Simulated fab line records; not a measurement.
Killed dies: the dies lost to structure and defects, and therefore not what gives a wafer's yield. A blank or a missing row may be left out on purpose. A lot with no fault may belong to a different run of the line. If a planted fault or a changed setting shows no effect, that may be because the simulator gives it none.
fab line records	flow nand_harc
record: lots: 12	wafers: 36	last_day: 33
route steps=1302 shown P_STI@85 P_GATE@131 END@1302
lots that met no fault: from a run of the same line without faults
start_h: start of the lot's first displayed wafer, in hours after the record's first day	wait_h: how many hours have passed since the lot's step before this one	" the same as in the row above	L1.1+2: a single row standing in for several wafers	- no value, or no start was given	* or withheld: withheld	< > ~ a bound
route shown NAME@n: names a module that has steps shown in the file, with the first one's number in the route	usual: the fault-free wafers' mean and standard deviation	same: alike in all rows	chamber/n: place in a boat	sites: per-site readings	_std_site: the values' standard deviation	_edge_site: mean of outer sites minus mean of inner sites	radius_mm: how far each site lies from the wafer's centre	mask NAME#n: copy n	behind: tool/chamber where the wafer was last shaped	hold: reason for holding the lot/hours on hold/outcome of the hold	device: transistor that didn't switch, given as n, p or np	end of line: tests run on the same wafers once the route is complete	for a step that has no rows: nothing shown but its recipe	killed: dies lost to structure and defects at the first sort, not the wafer's yield	map: a wafer's dies, marking killed ones x, the rest . and places with no die _
set.NAME: setting as actually run; set.NAME@STEP: the setting as run at that earlier step	model.NAME: the simulator's own value behind a step, which no gauge read
one table for each step of the route and one row for each wafer, over a sample of lots
services: the hour from which a tool's chamber was out of use, counted from the record's first day as start_h (under 0 if before that day), plus the number of hours and why
== steps ==
step: NHARC_P_STI_INSPECT_11
usual: raw_defect_count: 5.7/2.8
lot.wafer	tool	chamber	start_h	wait_h	raw_defect_count
L864.1	defect_inspect-02	-	44.54	0.0	7
L864.2	"	-	"	"	7
L864.4	"	-	"	"	10
L865.2	defect_inspect-01	-	53.46	0.0	8
L865.5	"	-	"	"	4
L865.6	"	-	"	"	11
L867.2	defect_inspect-01	-	72.66	0.0	7
L867.3	"	-	"	"	8
L867.6	"	-	"	"	5
L868.1	defect_inspect-02	-	83.97	0.0	5
L868.3	"	-	"	"	9
L868.5	"	-	"	"	4
L869.2	defect_inspect-01	-	92.69	0.0	4
L869.5	"	-	"	"	1
L869.6	"	-	"	"	8
L871.3	defect_inspect-01	-	114.30	0.0	7
L871.4	"	-	"	"	6
L871.6	"	-	"	"	6
L872.1	defect_inspect-01	-	124.85	0.0	6
L872.4	"	-	"	"	3
L872.6	"	-	"	"	6
L874.2	defect_inspect-01	-	148.35	0.0	3
L874.3	"	-	"	"	3
L874.5	"	-	"	"	4
L875.1	defect_inspect-02	-	154.34	0.0	8
L875.2	"	-	"	"	5
L875.3	"	-	"	"	3
L876.3	defect_inspect-01	-	163.92	0.0	6
L876.5	"	-	"	"	4
L876.6	"	-	"	"	6
L886.1	defect_inspect-02	-	262.71	0.0	4
L886.2	"	-	"	"	4
L886.6	"	-	"	"	3
L887.2	defect_inspect-02	-	275.81	0.0	4
L887.3	"	-	"	"	1
L887.6	"	-	"	"	2
step: NHARC_P_STI_ETCH_15
recipe: target_depth_a: 3000	taper_deg: 4	time_s: 100.1	hbr_flow_sccm: 150	cl2_flow_sccm: 50	rf_w: 400	icp_w: 400	bias_w: 100	chemistry: HBr/Cl2
usual: bias_w: 100.02/0.29	drypump_motor_current_A: 6.0/0.46	oes_product_au: 1.002/0.0091	rf_fwd_power_W: 397.8/1.4	throttle_valve_pct: 26.407/0.0099
lot.wafer	tool	chamber	start_h	wait_h	bias_w	drypump_motor_current_A	oes_product_au	rf_fwd_power_W	rf_hours_counter_h	throttle_valve_pct
L864.4	rie_si-05	0	44.97	-	99.96	6.7	1.002	397.0	0.5	26.401
L864.2	"	1	"	"	99.60	5.9	0.989	397.7	0.4	26.407
L864.1	"	2	"	"	100.62	5.7	1.002	395.9	0.6	26.409
L865.2	rie_si-01	2	53.96	-	100.25	5.0	1.007	400.2	0.2	26.395
L865.6	"	3	"	"	100.06	6.2	1.006	397.7	-	26.384
L865.5	"	0	"	"	99.87	6.3	0.989	397.1	-	26.408
L867.2	rie_si-02	1	73.07	-	100.59	6.1	1.002	399.3	0.8	26.410
L867.3	"	2	"	"	99.84	6.4	1.002	397.3	1.0	26.401
L867.6	"	1	"	"	100.54	6.1	0.994	398.7	-	26.399
L868.3	rie_si-01	2	84.38	-	99.90	5.0	1.004	397.8	0.4	26.420
L868.1	"	0	"	"	100.04	6.3	0.986	398.2	0.3	26.419
L868.5	"	2	"	"	99.78	5.0	1.005	398.3	-	26.409
L869.2	rie_si-05	1	93.14	-	100.02	5.9	1.013	395.0	0.7	26.403
L869.5	"	2	"	"	99.88	5.7	1.010	398.0	-	26.396
L869.6	"	3	"	"	99.37	6.0	1.014	398.8	-	26.412
L871.4	rie_si-05	2	114.74	-	100.27	5.8	1.015	396.9	1.1	26.403
L871.3	"	3	"	"	100.11	6.0	0.995	399.2	1.2	26.402
L871.6	"	2	"	"	99.93	5.8	1.010	397.0	-	26.410
L872.4	rie_si-02	1	125.26	-	99.72	6.1	1.021	399.1	0.1	26.410
L872.1	"	2	"	"	99.79	6.5	0.997	396.8	0.0	26.411
L872.6	"	2	"	"	99.23	6.4	1.001	395.6	-	26.406
L874.3	rie_si-05	3	148.85	-	99.82	6.0	1.002	399.5	0.1	26.409
L874.2	"	1	"	"	100.11	5.8	1.000	396.6	0.1	26.426
L874.5	"	2	"	"	100.23	5.8	0.998	395.4	-	26.400
L875.1	rie_si-05	0	154.75	-	100.15	6.7	0.996	399.5	0.2	26.403
L875.2	"	1	"	"	100.18	5.8	0.997	397.9	0.1	26.411
L875.3	"	3	"	"	100.24	6.0	0.996	397.9	0.2	26.398
L876.3	rie_si-05	2	164.33	-	99.93	5.8	0.979	395.0	0.2	26.403
L876.5	"	2	"	"	99.28	5.7	1.002	394.2	-	26.411
L876.6	"	3	"	"	99.65	5.9	0.991	399.8	-	26.404
L886.2	rie_si-01	0	263.18	-	99.99	6.3	1.009	398.4	0.5	26.391
L886.1	"	1	"	"	99.90	5.5	1.023	395.9	0.4	26.410
L886.6	"	3	"	"	99.97	6.2	1.018	397.3	-	26.401
L887.2	rie_si-02	1	276.22	-	99.71	6.1	1.018	398.1	1.1	26.420
L887.3	"	3	"	"	100.05	5.5	1.005	396.3	0.9	26.407
L887.6	"	2	"	"	100.04	6.5	1.000	395.6	-	26.419
step: NHARC_P_GATE_HM_DEP_102
recipe: target_thk_a: 1200	temp_c: 400	material: aC
usual: throttle_valve_pct: 35.000/0.0091
lot.wafer	tool	chamber	start_h	wait_h	throttle_valve_pct
L864.1	acl_dep-02	0	90.87	1.0	35.003
L864.2	"	0	"	"	34.996
L864.4	"	0	"	"	34.981
L865.2	acl_dep-01	0	106.45	2.3	34.996
L865.5	"	0	"	"	34.990
L865.6	"	0	"	"	34.993
L867.2	acl_dep-01	0	125.75	4.1	35.013
L867.3	"	0	"	"	35.010
L867.6	"	0	"	"	35.009
L868.1	acl_dep-03	0	134.60	0.4	35.000
L868.3	"	0	"	"	35.010
L868.5	"	0	"	"	34.999
L869.2	acl_dep-03	0	142.62	0.5	34.995
L869.5	"	0	"	"	34.994
L869.6	"	0	"	"	35.007
L871.3	acl_dep-03	0	174.04	2.7	34.983
L871.4	"	0	"	"	34.995
L871.6	"	0	"	"	35.018
L872.1	acl_dep-03	0	176.40	0.4	34.995
L872.4	"	0	"	"	35.004
L872.6	"	0	"	"	35.010
L874.2	acl_dep-01	0	200.16	3.7	35.009
L874.3	"	0	"	"	35.014
L874.5	"	0	"	"	35.011
L874.2	acl_dep-01	0	203.99	3.7	34.996
L874.3	"	0	"	"	35.008
L874.5	"	0	"	"	35.000
L875.1	acl_dep-01	0	206.04	0.4	34.990
L875.2	"	0	"	"	35.019
L875.3	"	0	"	"	35.003
L876.3	acl_dep-02	0	217.14	0.6	34.996
L876.5	"	0	"	"	35.003
L876.6	"	0	"	"	35.028
L876.3	acl_dep-02	0	218.34	1.1	34.986
L876.5	"	0	"	"	34.996
L876.6	"	0	"	"	34.988
L886.1	acl_dep-03	0	318.97	4.9	35.002
L886.2	"	0	"	"	34.996
L886.6	"	0	"	"	34.994
L887.2	acl_dep-02	0	327.00	1.6	34.998
L887.3	"	0	"	"	34.994
L887.6	"	0	"	"	35.003
step: NHARC_P_GATE_ETCH_114
recipe: target_depth_a: 300	overetch_a: 30	time_s: 16.5	ion_energy_ev: 100	cf4_flow_sccm: 80	o2_flow_sccm: 20	ar_flow_sccm: 0	rf_w: 300	bias_w: 100	chemistry: CF4/O2
usual: bias_w: 100.00/0.27	drypump_motor_current_A: 6.0/0.58	mfc_ar_sccm: 0.007/0.011	oes_ar_750_au: 0.999/0.0044	oes_product_au: 1.002/0.0086	rf_fwd_power_W: 294.4/1.6	rf_vpp_V: 198.6/1.4	showerhead_plenum_p_Torr: 1.37/0.053	throttle_valve_pct: 13.398/0.0091
lot.wafer	tool	chamber	start_h	wait_h	bias_w	drypump_motor_current_A	mfc_ar_sccm	oes_ar_750_au	oes_product_au	rf_fwd_power_W	rf_hours_counter_h	rf_vpp_V	showerhead_plenum_p_Torr	throttle_valve_pct
L864.2	rie_diel-08	3	-	-	99.78	5.1	0.001	0.992	0.998	293.4	4.5	199.8	1.33	13.387
L864.1	"	0	"	"	99.83	5.9	0	1.003	0.994	291.5	3.0	200.9	1.41	13.403
L864.4	"	1	"	"	100.01	5.5	0	1.003	0.994	294.5	3.0	198.5	1.40	13.405
L865.2	rie_diel-07	3	-	-	99.67	5.7	0.012	1.004	1.004	296.6	8.4	196.6	1.26	13.409
L865.6	"	1	"	"	99.51	6.3	0.037	1.005	1.008	293.1	-	200.4	1.43	13.404
L865.5	"	2	"	"	99.91	5.2	0.030	1.001	0.993	295.1	-	196.5	1.34	13.401
L867.3	rie_diel-08	3	-	-	100.09	5.1	0.001	0.996	0.995	295.4	7.3	197.5	1.33	13.407
L867.2	"	1	"	"	99.61	5.5	0	0.993	1.004	295.1	5.2	199.3	1.40	13.393
L867.6	"	3	"	"	99.79	5.0	0.001	1.001	1.000	293.3	-	197.7	1.33	13.382
L868.1	rie_diel-07	0	-	-	100.04	5.9	0.010	1.005	0.997	293.0	0.9	196.2	1.29	13.396
L868.3	"	1	"	"	99.76	6.3	0.037	0.998	0.999	293.6	0.9	199.1	1.43	13.413
L868.5	"	0	"	"	99.80	5.9	0.010	1.003	1.006	292.6	-	196.9	1.29	13.400
L869.2	rie_diel-11	3	-	-	100.00	6.4	0.013	0.995	0.996	292.6	2.6	197.4	1.30	13.398
L869.6	"	1	"	"	99.89	6.8	0	1.004	1.001	296.7	-	198.6	1.39	13.401
L869.5	"	2	"	"	99.71	6.5	0.004	0.999	1.001	294.0	-	198.5	1.39	13.397
L871.4	rie_diel-08	0	-	-	100.28	5.9	0	1.002	1.008	291.5	7.2	200.3	1.41	13.398
L871.3	"	2	"	"	100.39	6.8	0	0.988	1.001	295.0	10.7	199.4	1.43	13.386
L871.6	"	1	"	"	99.68	5.5	0	1.005	0.998	293.7	-	200.5	1.40	13.388
L872.4	rie_diel-11	3	-	-	99.80	6.4	0.013	1.000	0.994	289.7	4.5	197.0	1.30	13.392
L872.1	"	1	"	"	99.84	6.7	0	1.003	0.991	297.3	6.4	199.8	1.39	13.409
L872.6	"	3	"	"	100.07	6.4	0.013	1.006	0.992	290.9	-	195.6	1.30	13.405
L874.2	rie_diel-08	2	-	-	99.88	6.8	0	1.002	1.012	295.2	1.0	198.3	1.43	13.385
L874.3	"	0	"	"	99.97	5.9	0	0.998	1.016	295.0	0.5	197.3	1.41	13.395
L874.5	"	2	"	"	99.80	6.8	0	0.999	1.004	295.2	-	200.4	1.43	13.403
L875.1	rie_diel-08	1	-	-	99.99	5.5	0	0.994	1.006	294.5	1.2	198.1	1.40	13.403
L875.2	"	2	"	"	100.06	6.8	0	1.000	1.023	296.3	1.1	198.2	1.43	13.398
L875.3	"	3	"	"	100.48	5.0	0.001	1.001	1.002	295.3	0.7	199.1	1.33	13.400
L876.3	rie_diel-08	2	-	-	100.01	6.8	0	1.004	1.001	294.2	2.0	200.2	1.43	13.398
L876.5	"	1	"	"	99.82	5.5	0	0.993	1.002	293.7	-	198.8	1.40	13.406
L876.6	"	2	"	"	100.09	6.8	0	1.001	0.998	294.7	-	200.2	1.43	13.399
L886.2	rie_diel-11	0	-	-	100.29	5.5	0	0.999	1.006	294.8	2.8	198.5	1.33	13.406
L886.1	"	2	"	"	99.59	6.5	0.004	0.998	1.011	295.7	2.4	199.6	1.38	13.394
L886.6	"	0	"	"	99.41	5.5	0	1.003	1.005	295.0	-	198.8	1.33	13.380
L887.3	rie_diel-07	1	-	-	100.37	6.3	0.037	0.998	0.992	291.9	1.8	199.2	1.43	13.402
L887.2	"	2	"	"	100.31	5.2	0.030	0.999	1.003	294.4	2.4	197.6	1.33	13.404
L887.6	"	2	"	"	100.50	5.2	0.030	1.000	1.001	295.0	-	198.2	1.33	13.409
step: NHARC_END_SORT_01
recipe: temp_c: 25
usual: killed_at_array: 55/20	killed_at_other: 1.1/1.2	killed_at_periphery: 3.8/2.8	killed_dies: 60/19	killed_open: 3.4/1.9	killed_short: 2.2/1.5
same: gross_dies: 677
lot.wafer	tool	chamber	start_h	wait_h	killed_at_array	killed_at_other	killed_at_periphery	killed_dies	killed_open	killed_short
L864.1	prober-01	0	547.17	2.5	40	1	4	45	4	2
L864.2	prober-01	0	547.98	2.8	55	2	2	59	2	3
L864.4	prober-01	0	549.58	3.4	46	2	3	51	2	2
L865.2	prober-02	0	569.01	2.8	72	1	3	76	4	2
L865.5	prober-02	0	571.40	3.7	65	1	4	70	2	0
L865.6	prober-02	0	572.20	4.0	47	1	8	56	2	1
L867.2	prober-01	0	575.36	2.8	61	0	10	71	6	2
L867.3	prober-01	0	576.16	3.1	49	0	6	55	4	3
L867.6	prober-01	0	578.55	4.0	58	0	12	70	7	3
L868.1	prober-01	0	592.27	2.5	61	0	4	65	3	3
L868.3	prober-01	0	593.89	3.1	70	0	3	73	3	3
L868.5	prober-01	0	595.51	3.7	61	0	1	62	3	1
L869.2	prober-02	0	609.75	2.8	100	1	1	102	0	0
L869.5	prober-02	0	612.16	3.7	83	1	0	84	1	2
L869.6	prober-02	0	612.96	4.0	84	1	1	86	2	6
L872.1	prober-01	0	633.22	2.5	104	0	3	107	1	4
L872.4	prober-01	0	635.65	3.4	82	1	2	85	4	2
L872.6	prober-01	0	637.28	4.1	108	1	0	109	5	1
L871.3	prober-02	0	634.91	3.1	20	6	0	26	5	2
L871.4	prober-02	0	635.71	3.4	29	3	2	34	3	3
L871.6	prober-02	0	637.31	4.0	30	1	2	33	7	2
L875.1	prober-02	0	662.90	2.5	58	1	3	62	3	4
L875.2	prober-02	0	663.70	2.8	52	1	6	59	1	3
L875.3	prober-02	0	664.49	3.1	46	2	10	58	6	4
L874.2	prober-02	0	683.77	2.8	37	0	5	42	4	2
L874.3	prober-02	0	684.58	3.1	31	1	3	35	5	0
L874.5	prober-02	0	686.20	3.7	49	1	5	55	6	4
L876.3	prober-01	0	693.82	3.1	26	1	1	28	3	3
L876.5	prober-01	0	695.41	3.7	21	0	2	23	4	3
L876.6	prober-01	0	696.20	4.0	20	0	5	25	2	1
L886.1	prober-02	0	781.25	2.5	29	1	5	35	7	3
L886.2	prober-02	0	782.05	2.8	20	0	4	24	3	4
L886.6	prober-02	0	785.24	4.0	17	1	2	20	5	2
L887.2	prober-01	0	781.38	2.8	66	5	1	72	5	3
L887.3	prober-01	0	782.18	3.1	64	2	2	68	3	3
L887.6	prober-01	0	784.57	4.0	63	3	0	66	2	0
killed by level:class
L864.1 A_CHANNEL_HOLE_D1:chamber_film_flake=27 A_CHANNEL_HOLE_D2:chamber_film_flake=5 A_CHANNEL_FILL_D2:chamber_film_flake=2 A_STAIRCASE:chamber_film_flake=2 P_STI:geometric_particle:short=1 P_M0:geometric_particle:open=1 P_M0:geometric_particle:short=1 A_SOURCE_PLATE:geometric_particle:open=1
L864.2 A_CHANNEL_HOLE_D1:chamber_film_flake=34 A_CHANNEL_HOLE_D2:chamber_film_flake=6 A_CONTACT:chamber_film_flake=6 A_CHANNEL_FILL_D1:geometric_particle:short=2 THIN_TSV:chamber_film_flake=2 A_CHANNEL_FILL_D2:chamber_film_flake=2 A_WL_FILL:chamber_film_flake=2 A_ONON_D2:geometric_particle:open=1
L864.4 A_CHANNEL_HOLE_D1:chamber_film_flake=26 A_CONTACT:chamber_film_flake=6 A_CHANNEL_HOLE_D2:chamber_film_flake=4 P_CONTACT:chamber_film_flake=2 A_CHANNEL_FILL_D2:chamber_film_flake=2 A_STAIRCASE:chamber_film_flake=2 THIN_TSV:chamber_film_flake=2 P_M2:geometric_particle:open=1
L865.2 A_CHANNEL_HOLE_D1:chamber_film_flake=33 A_CHANNEL_HOLE_D2:chamber_film_flake=25 A_STAIRCASE:chamber_film_flake=3 A_CONTACT:chamber_film_flake=3 P_ZERO_WELL:chamber_film_flake=2 A_SOURCE_PLATE:geometric_particle:open=1 A_ONON_D1:geometric_particle:open=1 A_CHANNEL_FILL_D1:geometric_particle:short=1
L865.5 A_CHANNEL_HOLE_D1:chamber_film_flake=32 A_CHANNEL_HOLE_D2:chamber_film_flake=20 P_STI:chamber_film_flake=3 A_M1:chamber_film_flake=3 A_CONTACT:chamber_film_flake=2 A_M0:chamber_film_flake=2 A_DECK1_JOINT:geometric_particle:open=1 A_CHANNEL_FILL_D2:geometric_particle:open=1
L865.6 A_CHANNEL_HOLE_D1:chamber_film_flake=22 A_CHANNEL_HOLE_D2:chamber_film_flake=14 P_ZERO_WELL:chamber_film_flake=5 P_GATE:chamber_film_flake=3 A_STAIRCASE:chamber_film_flake=2 A_WL_FILL:chamber_film_flake=2 A_M1:chamber_film_flake=2 A_CHANNEL_FILL_D1:geometric_particle:short=1
L867.2 A_CHANNEL_HOLE_D1:chamber_film_flake=33 A_CHANNEL_HOLE_D2:chamber_film_flake=8 A_CONTACT:chamber_film_flake=6 P_M2:chamber_film_flake=5 A_STAIRCASE:chamber_film_flake=3 A_WL_FILL:chamber_film_flake=3 P_CONTACT:geometric_particle:open=2 A_M0:geometric_particle:open=2
L867.3 A_CHANNEL_HOLE_D1:chamber_film_flake=26 P_M2:chamber_film_flake=5 A_CHANNEL_HOLE_D2:chamber_film_flake=5 A_STAIRCASE:chamber_film_flake=3 A_CONTACT:chamber_film_flake=3 A_CHANNEL_FILL_D1:chamber_film_flake=2 A_CHANNEL_FILL_D2:chamber_film_flake=2 P_CONTACT:geometric_particle:short=1
L867.6 A_CHANNEL_HOLE_D1:chamber_film_flake=30 A_CHANNEL_HOLE_D2:chamber_film_flake=10 P_M2:chamber_film_flake=6 P_GATE:chamber_film_flake=3 A_STAIRCASE:chamber_film_flake=3 A_ONON_D1:geometric_particle:short=2 A_CHANNEL_FILL_D2:chamber_film_flake=2 A_CHANNEL_HOLE_D2:geometric_particle:open=2
L868.1 A_CHANNEL_HOLE_D1:chamber_film_flake=23 A_CHANNEL_HOLE_D2:chamber_film_flake=18 A_STAIRCASE:chamber_film_flake=5 A_CONTACT:chamber_film_flake=4 A_M0:chamber_film_flake=4 A_WL_FILL:geometric_particle:short=2 P_STI:chamber_film_flake=2 A_CHANNEL_FILL_D1:chamber_film_flake=2
L868.3 A_CHANNEL_HOLE_D2:chamber_film_flake=27 A_CHANNEL_HOLE_D1:chamber_film_flake=23 A_STAIRCASE:chamber_film_flake=9 A_CHANNEL_FILL_D2:geometric_particle:open=2 A_WL_FILL:geometric_particle:short=2 P_ZERO_WELL:chamber_film_flake=2 A_CONTACT:chamber_film_flake=2 A_M0:chamber_film_flake=2
L868.5 A_CHANNEL_HOLE_D1:chamber_film_flake=23 A_CHANNEL_HOLE_D2:chamber_film_flake=17 A_STAIRCASE:chamber_film_flake=9 A_CONTACT:chamber_film_flake=3 A_CHANNEL_FILL_D1:chamber_film_flake=2 A_M0:chamber_film_flake=2 A_ONON_D1:geometric_particle:open=1 A_CHANNEL_FILL_D1:geometric_particle:open=1
L869.2 A_SLIT:chamber_film_flake=33 A_CHANNEL_HOLE_D2:chamber_film_flake=32 A_CHANNEL_HOLE_D1:chamber_film_flake=30 A_STAIRCASE:chamber_film_flake=5 P_BONDPAD:chamber_film_flake=1 THIN_TSV:chamber_film_flake=1
L869.5 A_SLIT:chamber_film_flake=31 A_CHANNEL_HOLE_D1:chamber_film_flake=22 A_CHANNEL_HOLE_D2:chamber_film_flake=21 A_STAIRCASE:chamber_film_flake=5 A_ONON_D1:geometric_particle:open=1 A_STAIRCASE:geometric_particle:short=1 A_WL_FILL:geometric_particle:short=1 A_WL_FILL:chamber_film_flake=1
L869.6 A_CHANNEL_HOLE_D2:chamber_film_flake=27 A_SLIT:chamber_film_flake=26 A_CHANNEL_HOLE_D1:chamber_film_flake=20 A_STAIRCASE:chamber_film_flake=3 A_SGD_CUT:geometric_particle:short=2 A_WL_FILL:geometric_particle:short=2 P_CONTACT:geometric_particle:open=1 A_SOURCE_PLATE:geometric_particle:short=1
L872.1 A_CHANNEL_HOLE_D2:chamber_film_flake=34 A_SLIT:chamber_film_flake=32 A_CHANNEL_HOLE_D1:chamber_film_flake=22 A_CONTACT:chamber_film_flake=7 A_STAIRCASE:chamber_film_flake=3 A_DECK1_JOINT:geometric_particle:short=2 A_CHANNEL_FILL_D2:chamber_film_flake=2 P_GATE:geometric_particle:open=1
L871.3 A_CHANNEL_HOLE_D2:chamber_film_flake=7 THIN_TSV:chamber_film_flake=6 A_CHANNEL_HOLE_D1:chamber_film_flake=2 A_DECK1_JOINT:chamber_film_flake=2 A_ONON_D1:geometric_particle:open=1 A_ONON_D1:geometric_particle:short=1 A_CHANNEL_FILL_D1:geometric_particle:open=1 A_ONON_D2:geometric_particle:short=1
L872.4 A_SLIT:chamber_film_flake=31 A_CHANNEL_HOLE_D2:chamber_film_flake=22 A_CHANNEL_HOLE_D1:chamber_film_flake=19 A_CONTACT:chamber_film_flake=3 P_CONTACT:geometric_particle:open=1 A_CHANNEL_FILL_D1:geometric_particle:short=1 A_DECK1_JOINT:geometric_particle:open=1 A_CHANNEL_HOLE_D2:geometric_particle:open=1
L871.4 A_CHANNEL_HOLE_D2:chamber_film_flake=14 THIN_TSV:chamber_film_flake=3 A_STAIRCASE:chamber_film_flake=2 A_DECK1_JOINT:geometric_particle:short=2 A_ZERO_WELL:chamber_film_flake=2 A_CHANNEL_HOLE_D1:chamber_film_flake=2 A_SLIT:chamber_film_flake=2 P_GATE:geometric_particle:open=1
L872.6 A_CHANNEL_HOLE_D1:chamber_film_flake=33 A_CHANNEL_HOLE_D2:chamber_film_flake=31 A_SLIT:chamber_film_flake=28 A_CONTACT:chamber_film_flake=5 A_M0:geometric_particle:open=2 A_STAIRCASE:chamber_film_flake=2 A_WL_FILL:chamber_film_flake=2 A_DECK1_JOINT:geometric_particle:short=1
L871.6 A_CHANNEL_HOLE_D2:chamber_film_flake=14 A_CHANNEL_HOLE_D1:chamber_film_flake=4 A_CHANNEL_FILL_D1:geometric_particle:open=3 A_CONTACT:chamber_film_flake=2 P_CONTACT:geometric_particle:open=1 P_M0:geometric_particle:open=1 A_SOURCE_PLATE:geometric_particle:short=1 A_ONON_D2:geometric_particle:open=1
L875.1 A_CHANNEL_HOLE_D1:chamber_film_flake=34 A_CONTACT:chamber_film_flake=7 A_STAIRCASE:chamber_film_flake=6 A_SLIT:chamber_film_flake=2 P_M0:geometric_particle:short=1 A_DECK1_JOINT:geometric_particle:short=1 A_CHANNEL_FILL_D2:geometric_particle:short=1 A_SLIT:geometric_particle:short=1
L875.2 A_CHANNEL_HOLE_D1:chamber_film_flake=29 A_CONTACT:chamber_film_flake=11 P_STI:chamber_film_flake=4 A_STAIRCASE:chamber_film_flake=4 A_WL_FILL:geometric_particle:short=2 A_M0:chamber_film_flake=2 A_CHANNEL_HOLE_D2:chamber_film_flake=2 A_CHANNEL_HOLE_D2:geometric_particle:short=1
L875.3 A_CHANNEL_HOLE_D1:chamber_film_flake=25 A_STAIRCASE:chamber_film_flake=9 P_STI:chamber_film_flake=6 A_CONTACT:chamber_film_flake=5 P_M0:geometric_particle:open=2 THIN_TSV:chamber_film_flake=2 P_M1:geometric_particle:open=1 P_M2:geometric_particle:short=1
L874.2 A_CHANNEL_HOLE_D2:chamber_film_flake=13 A_CHANNEL_HOLE_D1:chamber_film_flake=6 A_STAIRCASE:chamber_film_flake=6 A_CONTACT:chamber_film_flake=4 P_GATE:chamber_film_flake=3 A_SLIT:chamber_film_flake=2 A_WL_FILL:chamber_film_flake=2 P_STI:geometric_particle:open=1
L874.3 A_CHANNEL_HOLE_D2:chamber_film_flake=16 A_CONTACT:chamber_film_flake=4 P_GATE:chamber_film_flake=2 A_CHANNEL_HOLE_D1:chamber_film_flake=2 A_STAIRCASE:chamber_film_flake=2 A_WL_FILL:chamber_film_flake=2 P_M0:geometric_particle:open=1 A_CHANNEL_FILL_D2:geometric_particle:open=1
L874.5 A_CHANNEL_HOLE_D2:chamber_film_flake=14 A_BONDPAD:chamber_film_flake=7 A_CHANNEL_HOLE_D1:chamber_film_flake=5 A_SLIT:chamber_film_flake=5 A_ONON_D2:geometric_particle:open=3 P_GATE:chamber_film_flake=3 A_STAIRCASE:chamber_film_flake=3 A_ZERO_WELL:chamber_film_flake=2
L876.3 A_CHANNEL_HOLE_D1:chamber_film_flake=6 A_CONTACT:chamber_film_flake=6 A_SLIT:chamber_film_flake=4 A_STAIRCASE:chamber_film_flake=2 P_M1:geometric_particle:short=1 A_ONON_D2:geometric_particle:short=1 A_CHANNEL_FILL_D2:geometric_particle:open=1 A_SGD_CUT:geometric_particle:short=1
L876.5 A_CHANNEL_HOLE_D1:chamber_film_flake=5 A_CONTACT:chamber_film_flake=5 A_STAIRCASE:chamber_film_flake=4 P_GATE:geometric_particle:open=1 P_M2:geometric_particle:open=1 A_ONON_D1:geometric_particle:short=1 A_ONON_D1:geometric_particle:open=1 A_CHANNEL_HOLE_D1:geometric_particle:short=1
L876.6 A_CHANNEL_HOLE_D1:chamber_film_flake=5 A_STAIRCASE:chamber_film_flake=5 A_SLIT:chamber_film_flake=3 P_CONTACT:chamber_film_flake=2 A_CHANNEL_HOLE_D2:chamber_film_flake=2 A_CHANNEL_FILL_D2:chamber_film_flake=2 P_GATE:geometric_particle:open=1 A_ONON_D1:geometric_particle:short=1
L886.1 A_SLIT:chamber_film_flake=11 A_STAIRCASE:chamber_film_flake=4 A_CHANNEL_HOLE_D1:chamber_film_flake=3 A_WL_FILL:chamber_film_flake=2 A_CONTACT:chamber_film_flake=2 P_GATE:geometric_particle:open=1 P_CONTACT:geometric_particle:open=1 P_M1:geometric_particle:open=1
L887.2 A_CHANNEL_HOLE_D2:chamber_film_flake=19 A_CHANNEL_HOLE_D1:chamber_film_flake=15 A_SLIT:chamber_film_flake=14 THIN_TSV:chamber_film_flake=5 A_STAIRCASE:chamber_film_flake=5 A_CONTACT:chamber_film_flake=5 P_STI:geometric_particle:short=1 A_ONON_D1:geometric_particle:open=1
L886.2 A_SLIT:chamber_film_flake=8 A_CONTACT:chamber_film_flake=3 P_BONDPAD:chamber_film_flake=2 A_STAIRCASE:chamber_film_flake=2 P_M1:geometric_particle:short=1 P_M2:geometric_particle:open=1 A_ONON_D1:geometric_particle:short=1 A_ONON_D2:geometric_particle:short=1
L887.3 A_SLIT:chamber_film_flake=22 A_CHANNEL_HOLE_D1:chamber_film_flake=12 A_CHANNEL_HOLE_D2:chamber_film_flake=10 A_CONTACT:chamber_film_flake=8 A_STAIRCASE:chamber_film_flake=4 A_WL_FILL:geometric_particle:short=2 A_DECK1_JOINT:chamber_film_flake=2 THIN_TSV:chamber_film_flake=2
L887.6 A_CHANNEL_HOLE_D2:chamber_film_flake=22 A_SLIT:chamber_film_flake=21 A_CHANNEL_HOLE_D1:chamber_film_flake=12 A_CONTACT:chamber_film_flake=4 THIN_TSV:chamber_film_flake=3 A_CHANNEL_FILL_D2:geometric_particle:open=1 A_BLC:geometric_particle:open=1 A_CHANNEL_FILL_D1:chamber_film_flake=1
L886.6 A_SLIT:chamber_film_flake=6 A_CHANNEL_FILL_D1:chamber_film_flake=2 P_CONTACT:geometric_particle:open=1 A_ONON_D1:geometric_particle:short=1 A_ONON_D1:geometric_particle:open=1 A_CHANNEL_FILL_D2:geometric_particle:open=1 A_CHANNEL_FILL_D2:geometric_particle:short=1 A_WL_FILL:geometric_particle:open=1
== services ==
tool	chamber	start_h	hours	kind
rie_si-01	0	34.36	11.6	repair
acl_dep-02	-	60.62	13.0	pm
rie_diel-11	-	78.50	9.0	pm
rie_si-01	1	85.72	3.6	repair
rie_si-05	3	94.49	4.1	repair
rie_si-01	3	99.49	10.1	repair
rie_si-02	-	100.00	9.0	pm
rie_diel-07	-	102.12	1.8	repair
rie_diel-08	0	103.14	8.7	repair
rie_si-02	-	110.58	0.7	repair
rie_diel-07	3	114.87	3.7	repair
rie_diel-07	-	117.20	9.0	pm
acl_dep-03	-	118.43	13.0	pm
rie_si-05	-	128.00	9.0	pm
rie_diel-07	-	143.23	1.0	repair
rie_diel-08	-	173.72	1.2	repair
acl_dep-01	-	185.22	13.0	pm
rie_diel-08	-	190.81	9.0	pm
acl_dep-01	-	208.56	0.9	repair
rie_diel-08	3	218.39	7.3	repair
acl_dep-02	-	244.46	13.0	pm
acl_dep-03	-	302.27	13.0	pm
rie_si-05	-	305.00	9.0	pm
rie_diel-08	0	316.43	29.9	repair
== key ==
first_sign: step: NHARC_P_GATE_HM_DEP_102	reading: visit	direction: added
effect none on later readings
met_at NHARC_P_GATE_HM_DEP_102
struck_lots L874,L876
tester_left_out L874,L876
not_acting_at NHARC_P_STI_INSPECT_11,NHARC_P_STI_ETCH_15,NHARC_P_GATE_ETCH_114
fault: kind: repeated_step_whole	tool: acl_dep-01,acl_dep-02,acl_dep-03	chamber: -	onset_h: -	steps: NHARC_P_GATE_HM_DEP_102	times: 1	scope: struck_lots_only
tester_left_out: of these lots the tester's yield and bins aren't shown, on N5 and GAA mostly nor the transistor test; their killed dies are dies lost to structure and defects alone, not to doping, threshold or leakage, so they don't give the yield
